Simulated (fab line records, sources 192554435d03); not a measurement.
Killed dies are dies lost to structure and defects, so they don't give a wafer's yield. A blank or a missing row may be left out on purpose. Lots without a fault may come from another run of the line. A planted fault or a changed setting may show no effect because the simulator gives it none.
Split-lot experiment | flow n5_finfet | 7 lots, 21 wafers read, on a route of 1938 steps

THE SPLIT
At N5_BEOL_M0_ETCH_138 (etches SiCN in CH3F/O2, target depth 12 nm, time 31.6 s), the setting source_w was moved away from the recipe's 395 W on 3 of the 21 wafers read, by -10.2% to +15.7%. The other wafers ran this setting at the recipe's value.

The reading is taken at the split's own step.

THE READING
rf_vpp_V, in V, at N5_BEOL_M0_ETCH_138 (etches SiCN in CH3F/O2, target depth 12 nm, time 31.6 s). Fault-free wafers of this fab line usually give 297.3 V, standard deviation 1.6 V.

wafer  | tool, chamber at the split | source_w as run, W | against the recipe | rf_vpp_V, V | against lot-mates on the recipe
L076.1 | rie_diel-02, 3             | 395                | recipe             | 296.5       | -
L076.5 | rie_diel-02, 0             | 395                | recipe             | 297.1       | -
L076.6 | rie_diel-02, 1             | 395                | recipe             | 299.3       | -
L077.2 | rie_diel-02, 1             | 395                | recipe             | 298.8       | -
L077.4 | rie_diel-02, 3             | 395                | recipe             | 297.0       | -
L077.6 | rie_diel-02, 2             | 457.2              | +15.7%             | 280.9       | -17.0
L079.2 | rie_diel-03, 3             | 395                | recipe             | 300.5       | -
L079.3 | rie_diel-03, 1             | 395                | recipe             | 299.5       | -
L079.4 | rie_diel-03, 2             | 395                | recipe             | 297.4       | -
L085.2 | rie_diel-06, 0             | 395                | recipe             | 299.7       | -
L085.3 | rie_diel-06, 1             | 354.8              | -10.2%             | 308.5       | +11.3
L085.4 | rie_diel-06, 3             | 395                | recipe             | 294.7       | -
L086.2 | rie_diel-02, 1             | 395                | recipe             | 298.9       | -
L086.4 | rie_diel-02, 0             | 395                | recipe             | 296.7       | -
L086.6 | rie_diel-02, 1             | 395                | recipe             | 298.3       | -
L088.2 | rie_diel-06, 1             | 438.5              | +11.0%             | 285.3       | -12.3
L088.5 | rie_diel-06, 1             | 395                | recipe             | 296.1       | -
L088.6 | rie_diel-06, 0             | 395                | recipe             | 299.1       | -
L096.1 | rie_diel-02, 3             | 395                | recipe             | 297.2       | -
L096.2 | rie_diel-02, 1             | 395                | recipe             | 297.9       | -
L096.4 | rie_diel-02, 0             | 395                | recipe             | 297.6       | -

THE FIT
A straight line over all 21 wafers: rf_vpp_V changes by -1.09 V for each +1% of source_w; r = -0.97; the points scatter about the line by 1.4 V.
The same after taking each lot's own level away (the mean of its wafers on the recipe; 21 wafers): -1.1 V for each +1%; r = -0.97; scatter 1.3 V.
On that fit, the largest move of source_w shifts the reading by 17 V.
The lots' own levels span 297.20 to 299.13 V, that is 1.2 times the standard deviation above.
So the lot-to-lot level changes the slope little: the two slopes agree.
Check: with one of the wafers moved furthest among these (+15.7%) left out of the fit, the line predicts -17.5 V for it against its lot-mates. It came out at -17 V against them.
Tool readings at the split's step, against how far the setting was moved: rf_vpp_V r = -0.97.

OTHER SPLITS ON THESE WAFERS
These wafers also went through other splits before the reading. Each is held against what the fit with the lots' levels taken away leaves over:
other split on the same wafers    | wafers away from the commonest value | r with rf_vpp_V (lot level and that fit taken away)
N5_BEOL_M0_SAQP_COAT_08 spin_rpm  | 7                                    | +0.09
N5_BEOL_M0_CUTY_EXPOSE_54 dose_mj | 7                                    | +0.16

THE FILE'S OWN FIT
rf_vpp_V changes by -1.1 V for each +1% of source_w, r = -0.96.
